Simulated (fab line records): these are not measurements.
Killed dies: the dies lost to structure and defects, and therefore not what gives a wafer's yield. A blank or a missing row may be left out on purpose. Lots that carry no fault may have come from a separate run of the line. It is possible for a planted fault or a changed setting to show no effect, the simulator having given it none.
fab line records    flow n5Finfet
record lots=6  wafers=18  lastDay=16
route steps=1938 shown BEOL_M5@1154 BEOL_M6@1194 PASSIVATION@1936
lots with no fault: from the same line, run without faults
startH: the number of hours between the record's first day and the start of the first shown wafer of the lot    waitH: how many hours have passed since the lot's step before this one    " same as the row above    L1.1+2: several wafers, shown together as one row    - no value present, or no start provided    * or withheld: withheld    < > ~ a bound
route shown NAME@n: NAME is a module with steps in the file, n the number in the route of the first one    usual: mean and standard deviation over wafers with no fault    same: alike in all rows    chamber/n: place in a boat    sites: each site's reading    _std_site: standard deviation across them    _edge_site: mean of outer sites minus mean of inner sites    radiusMm: how far each site lies from the wafer's centre    mask NAME#n: copy n    behind: the last tool/chamber to shape the wafer    hold: why the lot was held/for how many hours/how that ended    device: which transistor (n, p or np) failed to switch    end of line: tests of these same wafers at the route's end    for a step that has no rows: nothing shown but its recipe    killed: dies that structure and defects cost at the first sort, which is not the same as the wafer's yield    map: dies across one wafer; x = killed, . = not, _ = none there
set.NAME: the setting the step ran with; set.NAME@STEP: the setting that earlier step ran with    model.NAME: the simulator's own value behind a step, which no gauge read
lots at selected steps of the route; one table per step, one row per wafer
services: when a tool's chamber went out of use (startH, in hours from the record's first day, below 0 if earlier), for how many hours, and the reason
## steps
# step N5_BEOL_M5_ETCH_68
# recipe chemistry=N2/H2  target=SOC  targetDepthA=800  overetchA=160  maskMaterial=SiARC  tempC=40  timeS=120  ionEnergyEv=200  pressureMtorr=30  sourceW=840  biasW=150  n2FlowSccm=200  h2FlowSccm=200
# step N5_BEOL_M5_STRIP_69
# recipe chemistry=N2/H2  tempC=40  n2FlowSccm=200  h2FlowSccm=200  rfFrequencyHz=6e+07
# step N5_BEOL_M5_STRIP_76
# recipe chemistry=N2/H2  tempC=40  n2FlowSccm=200  h2FlowSccm=200  rfFrequencyHz=6e+07
# step N5_BEOL_M5_VIA_ETCH_34
# recipe chemistry=C4F6/O2  target=SiCOH_lowk  targetDepthA=883  maskMaterial=SOC  taperDeg=4  timeS=39.2  ionEnergyEv=250  pressureMtorr=30  sourceW=345  biasW=185  Ar_flow_sccm=300  C4F6_flow_sccm=10  O2_flow_sccm=10
# usual drypumpMotorCurrentA=5.7/0.47  mfcArSccm=300.1/0.92  oesProductAu=0.76/0.08  rfVppV=667/14  showerheadPlenumPTorr=2.85/0.076  throttleValvePct=20.97/0.19
lot.wafer  tool        chamber  startH  waitH  drypumpMotorCurrentA  mfcArSccm  oesProductAu  rfHoursCounterH  rfVppV  showerheadPlenumPTorr  throttleValvePct
L374.1     rieDiel-03  0        178.91  0.0    5.5                   301.2      0.86          56               663     2.78                   20.84
L374.4     "           2        "       "      5.1                   301.5      0.66          247              670     2.92                   20.84
L374.6     "           0        "       "      5.4                   300.2      0.86          -                663     2.78                   20.86
L375.2     rieDiel-03  0        180.71  0.0    5.5                   299.3      0.86          57               662     2.78                   20.86
L375.3     "           1        "       "      5.1                   301.1      0.75          152              678     2.84                   20.90
L375.4     "           2        "       "      5.1                   300.1      0.66          248              669     2.92                   20.83
L376.2     rieDiel-04  2        185.54  0.0    6.5                   299.9      0.69          235              669     2.71                   20.92
L376.4     "           3        "       "      5.0                   299.0      0.68          237              649     2.81                   21.08
L376.6     "           2        "       "      6.5                   300.1      0.68          -                669     2.71                   20.91
L380.1     rieDiel-03  2        222.57  0.0    5.1                   300.6      0.98          5                669     2.92                   20.56
L380.4     "           0        "       "      5.5                   300.2      0.85          69               662     2.77                   20.88
L380.5     "           3        "       "      5.6                   299.2      0.76          -                689     2.95                   21.27
L389.3     rieDiel-05  3        275.59  0.0    5.8                   300.0      0.74          192              675     2.81                   20.94
L389.4     "           0        "       "      5.8                   300.6      0.70          -                674     2.92                   21.00
L389.6     "           2        "       "      5.3                   298.9      0.70          -                648     2.83                   20.84
L391.3     rieDiel-04  2        277.64  0.0    6.5                   300.3      0.97          2                678     3.04                   20.53
L391.4     "           1        "       "      5.5                   300.2      0.75          141              648     2.84                   21.18
L391.6     "           0        "       "      6.2                   299.5      0.72          -                677     2.83                   21.02
# step N5_BEOL_M5_STRIP_85
# recipe chemistry=C4F6/O2  resist=SiARC  rfFrequencyHz=6e+07
# step N5_BEOL_M5_STRIP_36
# recipe chemistry=N2/H2  powerW=450  tempC=40  pressureMtorr=20  rfFrequencyHz=6e+07  overashFraction=0.3  biasPowerW=7  h2Frac=0.5  n2FlowSccm=200  h2FlowSccm=200
# step N5_BEOL_M5_TRENCH_ETCH_37
# recipe chemistry=C4F6/O2  targetDepthA=716.52  target=SiCOH_lowk  timeS=24.7  ionEnergyEv=250  pressureMtorr=30  sourceW=345  biasW=185  Ar_flow_sccm=300  C4F6_flow_sccm=10  O2_flow_sccm=10
# step N5_BEOL_M5_ETCH_41
# recipe chemistry=CH3F/O2  target=SiCN  targetDepthA=315  taperDeg=2  timeS=56.7  ionEnergyEv=120  maskMaterial=TiN  pressureMtorr=30  sourceW=395  biasW=75  Ar_flow_sccm=150  CH3F_flow_sccm=30  O2_flow_sccm=20
# step N5_BEOL_M5_STRIP_91
# recipe chemistry=N2/H2  timeS=10  powerW=450  tempC=40  pressureMtorr=20  rfFrequencyHz=6e+07  biasPowerW=7  n2FlowSccm=200  h2FlowSccm=200
# step N5_BEOL_M5_OCD_MEAS_38
# usual trenchDepthNm=71.5/1.6
lot.wafer  tool    chamber  startH  waitH  trenchDepthNm
L374.1     ocd-01  -        179.15  -      71.6
L374.4     "       -        "       "      70.4
L374.6     "       -        "       "      71.1
L375.2     ocd-01  -        180.95  -      70.5
L375.3     "       -        "       "      71.5
L375.4     "       -        "       "      70.0
L376.2     ocd-02  -        185.78  -      72.7
L376.4     "       -        "       "      69.7
L376.6     "       -        "       "      72.6
L380.1     ocd-02  -        222.81  -      74.3
L380.4     "       -        "       "      71.8
L380.5     "       -        "       "      75.2
L389.3     ocd-02  -        275.83  -      70.9
L389.4     "       -        "       "      71.2
L389.6     "       -        "       "      69.7
L391.3     ocd-01  -        277.89  -      73.2
L391.4     "       -        "       "      70.2
L391.6     "       -        "       "      72.7
# step N5_BEOL_M5_HM_STRIP_39
# recipe chemistry=peroxideTinStrip  material=TiN  targetDepthA=250  tempC=50  timeS=158
# step N5_BEOL_M5_SRD_40
# recipe timeS=30  tempC=23  rinseLiquid=diw  dry=ipaMarangoni
# step N5_BEOL_M5_PRECLEAN_42
# recipe chemistry=residueRemover  timeS=60  tempC=40
lot.wafer   tool         chamber  startH  waitH
L374.1+4+6  wetBench-01  2,1,6    179.25  0.0
L375.2+3+4  wetBench-06  6,5,1    181.04  0.0
L376.2+4+6  wetBench-01  7,2,5    185.88  0.0
L380.1+4+5  wetBench-04  4,0,6    222.91  0.0
L389.3+4+6  wetBench-01  6,5,0    275.93  0.0
L391.3+4+6  wetBench-01  1,3,0    277.98  0.0
# step N5_BEOL_M5_SRD_43
# recipe timeS=30  tempC=23  rinseLiquid=diw  dry=ipaMarangoni
# step N5_BEOL_M5_CD_MEAS_35
# recipe targetCdNm=28  targetCdYNm=24  polarity=opening
# usual cdNm=28.0/0.34
lot.wafer  tool      chamber  startH  waitH  cdNm
L374.1     cdSem-01  -        179.30  0.0    27.7
L374.4     "         -        "       "      27.7
L374.6     "         -        "       "      27.8
L375.2     cdSem-01  -        181.10  0.0    27.6
L375.3     "         -        "       "      28.4
L375.4     "         -        "       "      27.9
L376.2     cdSem-01  -        185.93  0.0    27.7
L376.4     "         -        "       "      28.4
L376.6     "         -        "       "      27.2
L380.1     cdSem-02  -        222.97  0.0    28.0
L380.4     "         -        "       "      28.3
L380.5     "         -        "       "      28.3
L389.3     cdSem-03  -        276.00  0.0    28.3
L389.4     "         -        "       "      28.4
L389.6     "         -        "       "      28.2
L391.3     cdSem-02  -        278.04  0.0    28.1
L391.4     "         -        "       "      27.8
L391.6     "         -        "       "      27.6
# step N5_BEOL_M5_CURE_80
# recipe tempC=370  timeS=120  ambient=DMADMS/He  material=SiCOH_lowk
# step N5_BEOL_M5_DEGAS_44
# recipe ambient=vacuum  tempC=250  timeS=60
# step N5_BEOL_M5_PRE_CLEAN_45
# recipe gas=H2/He  timeS=30  tempC=250
# step N5_BEOL_M5_ALD_86
# recipe material=TaN  targetThkA=*  tempC=275  aldPrecursorFamily=PDMAT  aldCoReactant=NH3  pressureTorr=3  carrierFlowSccm=1500  pulseTimeS=2  purgeTimeS=3  coReactantPurgeTimeS=2  coReactantPulseTimeS=3  aldCycles=30  precursorVesselTempC=75  precursorVesselPressureTorr=26.25  precursorVesselCarrierSccm=1000
# step N5_BEOL_M5_SURFACE_TREAT_87
# recipe gas=Ar  timeS=*  ionEnergyEv=*  ionCurrentMaCm2=0.5  pressureMtorr=*  arFlowSccm=30
# step N5_BEOL_M5_CVD_47
# recipe material=Co  targetThkA=30  tempC=withheld  precursor=CCTBA/H2  pressureTorr=30  timeS=216
# step N5_BEOL_M5_SPUTTER_48
# recipe material=Cu  targetThkA=150  tempC=-20  chamberPressurePa=0.07  powerW=withheld  timeS=27.62
# usual throttleValvePct=30.2/1
lot.wafer  tool           chamber  startH  waitH  throttleValvePct
L374.1     pvdSputter-03  -        180.65  0.1    32.3
L374.4     "              -        "       "      29.0
L374.6     "              -        "       "      29.6
L375.2     pvdSputter-01  -        182.21  0.1    29.9
L375.3     "              -        "       "      31.8
L375.4     "              -        "       "      30.8
L376.2     pvdSputter-03  -        187.30  0.1    31.9
L376.4     "              -        "       "      30.3
L376.6     "              -        "       "      29.3
L380.1     pvdSputter-01  -        224.32  0.1    30.2
L380.4     "              -        "       "      30.7
L380.5     "              -        "       "      31.7
L389.3     pvdSputter-01  -        276.97  0.1    30.9
L389.4     "              -        "       "      29.9
L389.6     "              -        "       "      31.3
L391.3     pvdSputter-02  -        280.67  1.5    29.1
L391.4     "              -        "       "      29.2
L391.6     "              -        "       "      29.0
# step N5_BEOL_M5_ANNEAL_49
# recipe tempC=400  timeS=1800  ambient=vacuum
# step N5_BEOL_M5_SPUTTER_81
# recipe material=Cu  targetThkA=150  tempC=-20  chamberPressurePa=0.07  powerW=withheld  timeS=27.62
# step N5_BEOL_M5_ANNEAL_82
# recipe tempC=400  timeS=1800  ambient=vacuum
# step N5_BEOL_M5_SPUTTER_83
# recipe material=Cu  targetThkA=150  tempC=-20  chamberPressurePa=0.07  powerW=withheld  timeS=27.62
# step N5_BEOL_M5_ANNEAL_84
# recipe tempC=400  timeS=1800  ambient=vacuum
# step N5_BEOL_M5_SPUTTER_88
# recipe material=Cu  targetThkA=150  tempC=-20  chamberPressurePa=0.07  powerW=withheld  timeS=27.62
# usual throttleValvePct=30.2/1.1
lot.wafer  tool           chamber  startH  waitH  throttleValvePct
L374.1     pvdSputter-03  -        183.91  0.5    32.0
L374.4     "              -        "       "      29.3
L374.6     "              -        "       "      29.5
L375.2     pvdSputter-01  -        185.47  0.5    29.9
L375.3     "              -        "       "      31.9
L375.4     "              -        "       "      30.8
L376.2     pvdSputter-03  -        190.56  0.5    32.0
L376.4     "              -        "       "      30.3
L376.6     "              -        "       "      29.3
L380.1     pvdSputter-01  -        227.58  0.5    30.0
L380.4     "              -        "       "      30.9
L380.5     "              -        "       "      31.5
L389.3     pvdSputter-01  -        280.23  0.5    30.8
L389.4     "              -        "       "      30.0
L389.6     "              -        "       "      31.6
L391.3     pvdSputter-02  -        283.93  0.5    29.0
L391.4     "              -        "       "      29.4
L391.6     "              -        "       "      28.9
# step N5_BEOL_M5_ANNEAL_89
# recipe tempC=400  timeS=1800  ambient=vacuum
# step N5_BEOL_M5_SPUTTER_90
# recipe material=Cu  targetThkA=45  tempC=-20  chamberPressurePa=0.07  powerW=withheld  timeS=8.29
# step N5_BEOL_M5_ECD_50
# recipe material=Cu  targetThkA=3000
# step N5_BEOL_M5_ANNEAL_51
# recipe tempC=225  timeS=90  ambient=N2
# usual wafer_temp_C_max=226.1/0.68
lot.wafer  tool          chamber  startH  waitH  wafer_temp_C_max
L374.1     rtpAnneal-02  0        185.20  0.1    225.4
L374.4     "             0        "       "      225.5
L374.6     "             0        "       "      225.8
L375.2     rtpAnneal-01  0        186.80  0.1    226.9
L375.3     "             0        "       "      226.6
L375.4     "             0        "       "      226.8
L376.2     rtpAnneal-02  0        191.89  0.1    225.6
L376.4     "             0        "       "      225.6
L376.6     "             0        "       "      225.5
L380.1     rtpAnneal-02  0        228.87  0.1    225.3
L380.4     "             0        "       "      225.5
L380.5     "             0        "       "      225.3
L389.3     rtpAnneal-01  0        281.61  0.1    227.3
L389.4     "             0        "       "      227.2
L389.6     "             0        "       "      227.7
L391.3     rtpAnneal-01  0        285.34  0.2    227.1
L391.4     "             0        "       "      226.7
L391.6     "             0        "       "      226.5
# step N5_BEOL_M5_CMP_52
# recipe stopOn=SiCOH_lowk  tOverpolishS=6.9  downForcePsi=1  platenRpm=50  clearingPlatenDownForcePsi=1.5  clearingPlatenRpm=50  postCmpClean=cuAlkaline  targetThkNm=62  clearingPlatenPadVelocityMS=0.99484  padVelocityMS=0.99484
# step N5_BEOL_M5_THK_MEAS_53
# recipe thkMeasGauge=xrf  reads=Cu_of_BEOL_M5_ECD_50
# usual M5_THK=61.6/1.9
lot.wafer  tool          chamber  startH  waitH  M5_THK[nm]
L374.1     filmMetro-02  -        185.79  -      62.7
L374.4     "             -        "       "      60.1
L374.6     "             -        "       "      60.6
L375.2     filmMetro-02  -        187.35  -      60.0
L375.3     "             -        "       "      62.9
L375.4     "             -        "       "      59.0
L376.2     filmMetro-01  -        192.45  -      61.5
L376.4     "             -        "       "      59.4
L376.6     "             -        "       "      63.2
L380.1     filmMetro-02  -        229.46  -      64.2
L380.4     "             -        "       "      58.1
L380.5     "             -        "       "      64.4
L389.3     filmMetro-02  -        282.13  -      62.4
L389.4     "             -        "       "      64.5
L389.6     "             -        "       "      61.1
L391.3     filmMetro-01  -        285.86  -      62.4
L391.4     "             -        "       "      60.8
L391.6     "             -        "       "      62.7
# step N5_BEOL_M5_PRE_CLEAN_77
# recipe gas=NH3/H2  timeS=15  tempC=*  rfPowerW=300
# usual heaterPowerW=84/14
lot.wafer  tool      chamber  startH  waitH  heaterPowerW
L374.1     cvdCo-01  1        185.83  0.0    109
L374.4     "         1        "       "      112
L374.6     "         0        "       "      68
L375.2     cvdCo-01  1        187.39  0.0    108
L375.3     "         0        "       "      68
L375.4     "         1        "       "      111
L376.2     cvdCo-01  0        192.49  0.0    69
L376.4     "         2        "       "      78
L376.6     "         1        "       "      110
L380.1     cvdCo-02  0        229.50  0.0    89
L380.4     "         1        "       "      72
L380.5     "         2        "       "      88
L389.3     cvdCo-01  0        282.17  0.0    69
L389.4     "         0        "       "      68
L389.6     "         2        "       "      77
L391.3     cvdCo-01  1        285.89  0.0    108
L391.4     "         0        "       "      69
L391.6     "         2        "       "      75
# step N5_BEOL_M5_CO_CAP_78
# recipe material=Co  targetThkA=20  tempC=200  precursor=CCTBA/H2  pressureTorr=30  timeS=102.1
# step N5_BEOL_M5_PRE_CLEAN_55
# recipe gas=NH3  timeS=15  tempC=withheld  rfPowerW=300
# step N5_BEOL_M5_DEP_56
# recipe material=SiCN  targetThkA=80  tempC=withheld  precursor=3MS/NH3  pressureTorr=3  rfW=202  timeS=14
# step N5_BEOL_M5_RS_MEAS_57
# recipe thkMeasGauge=four-point-probe  reads=Co_of_BEOL_M5_CO_CAP_78+Cu_of_BEOL_M5_ECD_50+Co_of_BEOL_M5_CVD_47+TaN_of_BEOL_M5_ALD_86
# usual M5_RS=0.389/0.015
lot.wafer  tool          chamber  startH  waitH  M5_RS[ohm/sq]
L374.1     filmMetro-02  -        186.05  0.0    0.385
L374.4     "             -        "       "      0.403
L374.6     "             -        "       "      0.400
L375.2     filmMetro-01  -        187.61  0.1    0.404
L375.3     "             -        "       "      0.381
L375.4     "             -        "       "      0.414
L376.2     filmMetro-01  -        192.71  0.1    0.385
L376.4     "             -        "       "      0.403
L376.6     "             -        "       "      0.373
L380.1     filmMetro-01  -        229.72  0.0    0.374
L380.4     "             -        "       "      0.422
L380.5     "             -        "       "      0.372
L389.3     filmMetro-02  -        282.42  0.1    0.386
L389.4     "             -        "       "      0.370
L389.6     "             -        "       "      0.395
L391.3     filmMetro-02  -        286.12  0.1    0.384
L391.4     "             -        "       "      0.399
L391.6     "             -        "       "      0.382
# step N5_BEOL_M6_ILD_DEP_00
# recipe material=SiCOH_lowk  targetThkA=1797.5  tempC=300  precursor=DEMS/porogen  pressureTorr=5  rfW=500  timeS=33.4
# step N5_BEOL_M6_CURE_74
# recipe tempC=385  timeS=240  ambient=He/Ar  material=SiCOH_lowk
# step N5_PASSIVATION_PROBE_49
# usual defectLimitedYield=91.4/1.3  killed_at_M0_to_M3=34/10  killed_at_M4_up=14/5.6  killedAtContacts=13/5.9  killedAtFrontEnd=37/9.9  killedAtOther=3.5/2.8  killedDies=101/15  killedOpen=67/12  killedShort=32/6.6  sort_bin_5_function=5.0/0.81  sort_bin_6_memory=3.2/0.66  sortNPass=1079/15  sortYieldPct=91.4/1.3
# same grossDies=1180  killedAtBackSide=0  sort_bin_4_leakage[%]=0  sort_bin_8_speed[%]=0
lot.wafer  tool       chamber  startH  waitH  defectLimitedYield[%]  killed_at_M0_to_M3  killed_at_M4_up  killedAtContacts  killedAtFrontEnd  killedAtOther  killedDies  killedOpen  killedShort  sort_bin_5_function[%]  sort_bin_6_memory[%]  sortNPass  sortYieldPct[%]
L380.1     prober-02  -        323.79  0.0    90.7                   34                  19               15                38                4              110         76          32           5.7                     3.2                   1070       90.7
L380.4     prober-02  -        323.94  0.2    89.5                   31                  16               18                51                8              124         82          38           6.4                     3.7                   1056       89.5
L380.5     prober-02  -        323.99  0.2    92.6                   30                  13               9                 28                7              87          51          36           3.8                     3.2                   1093       92.6
L389.3     prober-01  -        372.03  0.1    86.7                   41                  61               16                33                6              157         64          44           7.7                     4.0                   1023       86.7
L389.4     prober-01  -        372.08  0.2    81.3                   20                  138              13                50                0              221         65          26           11.5                    4.1                   959        81.3
L389.6     prober-01  -        372.18  0.3    82.2                   34                  129              5                 41                1              210         49          36           11.9                    3.5                   970        82.2
L391.3     prober-02  -        376.39  0.1    84.1                   48                  99               6                 30                5              188         54          37           9.1                     4.2                   992        84.1
L391.4     prober-02  -        376.44  0.2    83.7                   34                  106              9                 40                3              192         63          32           10.3                    4.1                   988        83.7
L391.6     prober-02  -        376.54  0.3    80.7                   45                  142              10                31                0              228         70          32           11.9                    5.1                   952        80.7
# killed by level:class
L380.1 STI_FIN_REVEAL:geometricParticle:open=13 MOL_CONTACT_COAG:geometricParticle:open=13 BEOL_M0_SAQP:geometricParticle:short=10 BEOL_M4:geometricParticle:open=9 BEOL_M2:geometricParticle:open=7 GATE_CUT:geometricParticle:short=5 GATE_CUT:geometricParticle:open=4 BEOL_M0_SAQP:geometricParticle:open=4
L380.4 MOL_CONTACT_COAG:geometricParticle:open=16 STI_FIN_REVEAL:geometricParticle:open=14 FIN_SAQP:geometricParticle:short=13 BEOL_M2:geometricParticle:open=12 FIN_SAQP:geometricParticle:open=5 BEOL_M1:geometricParticle:open=5 BEOL_M4:geometricParticle:open=5 BEOL_M0_SAQP:geometricParticle:open=4
L380.5 MOL_CONTACT_COAG:geometricParticle:open=9 FIN_SAQP:geometricParticle:short=6 BEOL_M0_SAQP:geometricParticle:open=6 FIN_SAQP:geometricParticle:open=5 BEOL_M2:geometricParticle:open=5 BEOL_M0_SAQP:geometricParticle:short=5 BEOL_M3:geometricParticle:open=5 GATE_CUT:geometricParticle:short=4
L389.3 BEOL_M5:unspecified=47 MOL_CONTACT_COAG:geometricParticle:open=14 BEOL_M0_SAQP:geometricParticle:short=11 BEOL_M0_SAQP:geometricParticle:open=8 BEOL_M3:geometricParticle:open=8 STI_FIN_REVEAL:geometricParticle:open=7 ILD0:geometricParticle:short=7 FIN_SAQP:geometricParticle:short=5
L389.4 BEOL_M5:unspecified=130 STI_FIN_REVEAL:geometricParticle:open=13 FIN_SAQP:geometricParticle:open=11 MOL_CONTACT_COAG:geometricParticle:open=10 GATE_CUT:geometricParticle:open=6 ILD0:geometricParticle:open=4 ILD0:geometricParticle:short=4 BEOL_M0_SAQP:geometricParticle:short=4
L389.6 BEOL_M5:unspecified=125 BEOL_M0_SAQP:geometricParticle:short=12 STI_FIN_REVEAL:geometricParticle:open=12 FIN_SAQP:geometricParticle:short=7 FIN_SAQP:geometricParticle:open=4 BEOL_M3:geometricParticle:open=4 GATE_CUT:geometricParticle:short=4 BEOL_M0_SAQP:geometricParticle:open=4
L391.3 BEOL_M5:unspecified=96 BEOL_M0_SAQP:geometricParticle:open=11 BEOL_M0_SAQP:geometricParticle:short=9 BEOL_M1:geometricParticle:open=9 FIN_SAQP:geometricParticle:open=6 STI_FIN_REVEAL:geometricParticle:open=5 BEOL_M2:geometricParticle:open=5 MOL_CONTACT_COAG:geometricParticle:open=4
L391.4 BEOL_M5:unspecified=94 FIN_SAQP:geometricParticle:short=9 FIN_SAQP:geometricParticle:open=9 BEOL_M0_SAQP:geometricParticle:open=8 MOL_CONTACT_COAG:geometricParticle:open=6 BEOL_M1:geometricParticle:open=6 BEOL_M0_SAQP:geometricParticle:short=5 BEOL_M2:geometricParticle:open=5
L391.6 BEOL_M5:unspecified=126 BEOL_M0_SAQP:geometricParticle:open=12 FIN_SAQP:geometricParticle:short=10 BEOL_M0_SAQP:geometricParticle:short=10 MOL_CONTACT_COAG:geometricParticle:open=9 BEOL_M3:geometricParticle:open=7 BEOL_M4:geometricParticle:open=7 FIN_SAQP:geometricParticle:open=5
# map L389.4 (x killed, . not)
_________________.x..........________________
______________..x..............._____________
___________...x....................__________
__________.......x..x.........x....._________
________..x.........x..........x.....x_______
_______........x..................x....______
______....xx..............x............._____
_____..x.x...........x......x........x...____
____.x.......x....................x.......___
___...........x....x.............x.....x...__
___..x......................x..............__
__xx.......x.....................x.........._
__.....x...x........x......................._
_.............x.x.x..xx..............x.....xx
_..x......xxxxxxxxxxx...x...........xx.......
_........xxxxxxxxxxxxxxxx...........x........
_...........xxxxxxxxxx........x...x.x........
_.........xxxxxxxxxxxxxx.......x.............
_......x.x.xxxxxxxxxxxxxx........x.....x...xx
_.........xxxxxxxxxxxxxx.x.........x........x
_........x.xxxxxxxxxxxxx......x...x..........
__xx.....xxxxxxxxxxxxxx...x..........x....x._
__.......x..xxxxxxxxx...x.....x.......x....._
___....x....xxxxxxx.x........x...x........x__
___....x.......x.x.xx.....x............x...__
____....x..x........x..x..................___
_____.......x..............x....x........____
______.......................x.........._____
_______...............x................______
________.......x......................_______
__________............x............._________
___________x.......................__________
______________......x..........._____________
_________________............________________
# map L391.6 (x killed, . not)
_________________....x.x.....________________
______________..x..x..x.x......._____________
___________........................__________
__________..x.....................x._________
________.................xx..........._______
_______......x...........x.....x..x.x..______
______.x.....x.xx........xx..........x.._____
_____...............x.....xx..........x..____
____.....x...................x...x........___
___..............x..............x..........__
___.....................xx.................__
__....................x....x................_
__...........x..................x..........._
_......x..x...x......x.xx...x.....x..........
_.......xx.x..x.............x..x.............
_.....x.....xx................xx.............
_....x....x.....xx.....x..xx.................
_......x...x................x.x..............
_..xx..........x...x..xx.xxx....x............
_............x.......x..xx..xxx..xx.........x
_.................xx....xxxxxxxx..........x.x
__....x.......x.....x..xxxxxxxxx.xx..x......_
__..x...............xxxxxxxxxxxxxx.........._
___................xxxxxxxxxxxxxx.x......x.__
___................x..xxxxxxxxxxxx....x....__
____.....x.....x....xxxxxxxxxxxxxx...x...x___
_____.....x........x.xxxxxxxxxxx.xx......____
______..............xxxxxxxxxxxxx...x..._____
_______.........x.....xxxxxxxxx...x....______
________.......x...x...x.x.x..x......._______
__________...........x.....x........_________
___________..............x.........__________
______________x..............x.._____________
_________________............________________
## services
tool           chamber  startH  hours  kind
pvdSputter-02  -        157.68  14.3   repair
rieDiel-04     3        164.80  1.4    repair
cvdCo-02       2        170.31  5.1    repair
rieDiel-03     2        186.93  -      clean
rieDiel-03     2        186.93  -      consumableReplace:focusRing
rieDiel-03     2        186.93  16.4   scheduledDown
rieDiel-03     2        186.93  16.4   ventCycle
cvdCo-02       2        189.78  8.0    repair
rieDiel-03     1        194.09  2.4    repair
pvdSputter-02  -        207.32  1.6    repair
cvdCo-01       -        208.98  14.6   pm
rieDiel-04     3        230.43  -      clean
rieDiel-04     3        230.43  -      consumableReplace:focusRing
rieDiel-04     3        230.43  24.4   scheduledDown
rieDiel-04     3        230.43  24.4   ventCycle
rieDiel-03     1        238.76  4.5    repair
rieDiel-04     2        254.91  -      clean
rieDiel-04     2        254.91  -      consumableReplace:focusRing
rieDiel-04     2        254.91  -      consumableReplace:showerhead
rieDiel-04     2        254.91  16.8   scheduledDown
rieDiel-04     2        254.91  16.8   ventCycle
rieDiel-04     3        285.00  27.2   repair
## key
firstSign step=N5_PASSIVATION_PROBE_49  reading=killed_at_M4_up  direction=up  sigmas=17  usual=14  struck=112
effect step=N5_PASSIVATION_PROBE_49  reading=defectLimitedYield  direction=down  sigmas=6.5  usual=91.4  struck=83.1
moreKillsBornAt N5_BEOL_M5_PRECLEAN_42@wetBench-01=618
metAt N5_BEOL_M5_PRECLEAN_42
struckWafers L389.3,L389.4,L389.6,L391.3,L391.4,L391.6
onsetBetween 185.88 275.93
alsoFits time
fault kind=chamberParticleSource  tool=wetBench-01  chamber=-  onsetH=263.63  steps=N5_BEOL_M5_PRECLEAN_42  ratePerVisitCm2=1.0642  endH=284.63
